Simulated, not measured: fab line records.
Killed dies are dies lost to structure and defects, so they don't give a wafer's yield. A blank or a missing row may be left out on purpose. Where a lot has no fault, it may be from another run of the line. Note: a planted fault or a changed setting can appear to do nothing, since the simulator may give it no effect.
Matching of chambers || flow n5-finfet || N5_BEOL_M5_CURE_80 on uv-cure-01 has 3 sister chambers
The step cures SiCOH lowk, time 120 s. 20 wafers are shown with their chamber, then 10 later ones without.

== EACH WAFER AND ITS CHAMBER ==
{"wafer": "L077.2", "chamber": 0, "wafer_temp_C_max": 372.3, "lamp-power-pct (%)": 52.24}
{"wafer": "L077.5", "chamber": 0, "wafer_temp_C_max": 372.2, "lamp-power-pct (%)": 52.30}
{"wafer": "L077.6", "chamber": 0, "wafer_temp_C_max": 373.0, "lamp-power-pct (%)": 52.31}
{"wafer": "L080.3", "chamber": 0, "wafer_temp_C_max": 372.8, "lamp-power-pct (%)": 52.23}
{"wafer": "L080.4", "chamber": 0, "wafer_temp_C_max": 372.3, "lamp-power-pct (%)": 52.27}
{"wafer": "L080.5", "chamber": 0, "wafer_temp_C_max": 372.4, "lamp-power-pct (%)": 52.28}
{"wafer": "L083.2", "chamber": 0, "wafer_temp_C_max": 372.3, "lamp-power-pct (%)": 52.35}
{"wafer": "L083.4", "chamber": 0, "wafer_temp_C_max": 373.1, "lamp-power-pct (%)": 52.32}
{"wafer": "L083.5", "chamber": 0, "wafer_temp_C_max": 372.5, "lamp-power-pct (%)": 52.35}
{"wafer": "L084.2", "chamber": 1, "wafer_temp_C_max": 372.5, "lamp-power-pct (%)": 52.38}
{"wafer": "L084.5", "chamber": 1, "wafer_temp_C_max": 372.9, "lamp-power-pct (%)": 52.21}
{"wafer": "L084.6", "chamber": 1, "wafer_temp_C_max": 373.3, "lamp-power-pct (%)": 52.25}
{"wafer": "L089.1", "chamber": 2, "wafer_temp_C_max": 371.4, "lamp-power-pct (%)": 52.22}
{"wafer": "L089.3", "chamber": 2, "wafer_temp_C_max": 371.1, "lamp-power-pct (%)": 52.39}
{"wafer": "L089.4", "chamber": 2, "wafer_temp_C_max": 371.8, "lamp-power-pct (%)": 52.38}
{"wafer": "L089.2", "chamber": 2, "wafer_temp_C_max": 371.5, "lamp-power-pct (%)": 52.29}
{"wafer": "L089.5", "chamber": 2, "wafer_temp_C_max": 371.4, "lamp-power-pct (%)": 52.30}
{"wafer": "L089.6", "chamber": 2, "wafer_temp_C_max": 371.4, "lamp-power-pct (%)": 52.33}
{"wafer": "L091.2", "chamber": 0, "wafer_temp_C_max": 371.9, "lamp-power-pct (%)": 52.27}
{"wafer": "L091.3", "chamber": 0, "wafer_temp_C_max": 372.5, "lamp-power-pct (%)": 52.38}

SIGNATURES (means of the wafers above)
{"reading": "wafer_temp_C_max", "chamber 0": 372.482, "chamber 1": 372.900, "chamber 2": 371.433, "scatter within a chamber": 0.33}
{"reading": "lamp-power-pct", "chamber 0": 52.3000, "chamber 1": 52.2800, "chamber 2": 52.3183, "scatter within a chamber": 0.0586}
Rule: a wafer lies at a distance from a chamber equal to the root of the sum of squares, over the readings, of (its reading less the chamber's mean, divided by the reading's scatter). If the next closest chamber is less than 2 further off than the closest, the wafer can't be placed; otherwise it belongs to the closest. The scatter: take each reading less its chamber's mean, square it, sum over the shown wafers, divide by the number of wafers less the number of chambers, and take the root.

== WAFERS WITH NO CHAMBER GIVEN ==
{"wafer": "L091.5", "wafer_temp_C_max": 373.1, "lamp-power-pct (%)": 52.32}
{"wafer": "L092.4", "wafer_temp_C_max": 372.1, "lamp-power-pct (%)": 52.33}
{"wafer": "L092.5", "wafer_temp_C_max": 373.1, "lamp-power-pct (%)": 52.26}
{"wafer": "L092.6", "wafer_temp_C_max": 373.7, "lamp-power-pct (%)": 52.30}
{"wafer": "L094.1", "wafer_temp_C_max": 372.4, "lamp-power-pct (%)": 52.36}
{"wafer": "L094.4", "wafer_temp_C_max": 372.0, "lamp-power-pct (%)": 52.34}
{"wafer": "L094.6", "wafer_temp_C_max": 372.5, "lamp-power-pct (%)": 52.38}
{"wafer": "L094.2", "wafer_temp_C_max": 372.1, "lamp-power-pct (%)": 52.21}
{"wafer": "L094.3", "wafer_temp_C_max": 373.9, "lamp-power-pct (%)": 52.31}
{"wafer": "L094.5", "wafer_temp_C_max": 372.8, "lamp-power-pct (%)": 52.32}

== THE CHAMBER EACH PASSED THROUGH ==
{"wafer": "L091.5", "from the rows above": "can't be placed: 1 or 0", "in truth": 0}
{"wafer": "L092.4", "from the rows above": "can't be placed: 0 or 2 or 1", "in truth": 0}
{"wafer": "L092.5", "from the rows above": "can't be placed: 1 or 0", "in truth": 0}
{"wafer": "L092.6", "from the rows above": "can't be placed: 1 or 0", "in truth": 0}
{"wafer": "L094.1", "from the rows above": "can't be placed: 0 or 1 or 2", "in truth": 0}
{"wafer": "L094.4", "from the rows above": "can't be placed: 0 or 2 or 1", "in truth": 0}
{"wafer": "L094.6", "from the rows above": "can't be placed: 0 or 1", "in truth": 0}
{"wafer": "L094.2", "from the rows above": "can't be placed: 0 or 1 or 2", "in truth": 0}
{"wafer": "L094.3", "from the rows above": "can't be placed: 1 or 0", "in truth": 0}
{"wafer": "L094.5", "from the rows above": "can't be placed: 1 or 0", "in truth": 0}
Correct placement for 0 of the 10. Can't be placed from these rows: 10 (the true chamber is among the candidates in 10). 0 placed wrongly.
